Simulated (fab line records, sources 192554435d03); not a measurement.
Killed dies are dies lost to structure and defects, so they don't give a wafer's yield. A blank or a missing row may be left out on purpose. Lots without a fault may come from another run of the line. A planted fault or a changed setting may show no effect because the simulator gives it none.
Chamber matching | flow n5_finfet | N5_ILD0_LINER_00 on ald_sin-02: 4 sister chambers
The step material SiNx, target thk 4 nm, pulse time 1 s, purge time 2 s. 22 wafers are shown with their chamber, then 11 later ones without.

WAFERS WITH THEIR CHAMBER
wafer  | chamber | heater_power_w (W) | heater_power_outer_w (W) | precursor_pulse_height_rel
L076.1 | 0       | 837                | 526                      | 1.022
L076.3 | 3       | 981                | 641                      | 1.016
L076.4 | 2       | 745                | 454                      | 0.991
L077.1 | 0       | 830                | 563                      | 1.016
L077.5 | 3       | 975                | 628                      | 1.009
L077.6 | 0       | 859                | 555                      | 0.997
L080.1 | 3       | 980                | 627                      | 0.957
L080.3 | 1       | 735                | 445                      | 0.992
L080.5 | 2       | 760                | 438                      | 1.010
L081.1 | 2       | 743                | 453                      | 0.990
L081.4 | 3       | 975                | 617                      | 0.977
L081.6 | 1       | 730                | 450                      | 1.001
L084.1 | 0       | 846                | 557                      | 0.976
L084.4 | 3       | 960                | 641                      | 0.993
L084.5 | 2       | 740                | 459                      | 0.995
L088.1 | 0       | 859                | 560                      | 0.994
L088.2 | 3       | 976                | 632                      | 1.022
L088.6 | 2       | 765                | 458                      | 1.022
L089.1 | 3       | 960                | 639                      | 1.018
L089.2 | 0       | 850                | 541                      | 0.983
L089.4 | 2       | 761                | 445                      | 1.010
L090.1 | 3       | 998                | 642                      | 1.030

SIGNATURES (means of the wafers above)
reading                    | chamber 0 | chamber 1 | chamber 2 | chamber 3 | scatter within a chamber
heater_power_w             | 846.83    | 732.50    | 752.33    | 975.62    | 11.4
heater_power_outer_w       | 550.33    | 447.50    | 451.17    | 633.38    | 10.3
precursor_pulse_height_rel | 0.99800   | 0.99650   | 1.00300   | 1.00275   | 0.0196
Rule: a wafer's distance from a chamber is the root of the sum, over the readings, of the square of ((its reading less the chamber's mean) divided by the reading's scatter). The wafer belongs to the nearest chamber; if the next one is less than 2 further off, it can't be placed. The scatter: the root of (the sum of the squares of (reading less its chamber's mean) over the shown wafers, divided by (wafers less chambers)).

WAFERS WITHOUT THEIR CHAMBER
wafer  | heater_power_w (W) | heater_power_outer_w (W) | precursor_pulse_height_rel
L090.2 | 752                | 461                      | 0.990
L090.3 | 852                | 541                      | 0.993
L091.1 | 724                | 447                      | 1.003
L091.4 | 845                | 559                      | 1.003
L091.6 | 977                | 633                      | 0.975
L096.1 | 962                | 614                      | 0.961
L096.2 | 759                | 440                      | 0.990
L096.5 | 814                | 535                      | 0.998
L097.1 | 821                | 531                      | 0.981
L097.4 | 747                | 453                      | 1.007
L097.6 | 713                | 426                      | 1.016

WHICH CHAMBER EACH WENT THROUGH
wafer  | from the rows above     | in truth
L090.2 | can't be placed: 2 or 1 | 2
L090.3 | 0                       | 0
L091.1 | can't be placed: 1 or 2 | 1
L091.4 | 0                       | 0
L091.6 | 3                       | 3
L096.1 | 3                       | 3
L096.2 | can't be placed: 2 or 1 | 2
L096.5 | 0                       | 0
L097.1 | 0                       | 0
L097.4 | can't be placed: 2 or 1 | 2
L097.6 | can't be placed: 1 or 2 | 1
Placed correctly: 6 of 11. Can't be placed from these rows: 5 (the true chamber is among the candidates in 5). Placed wrongly: 0.
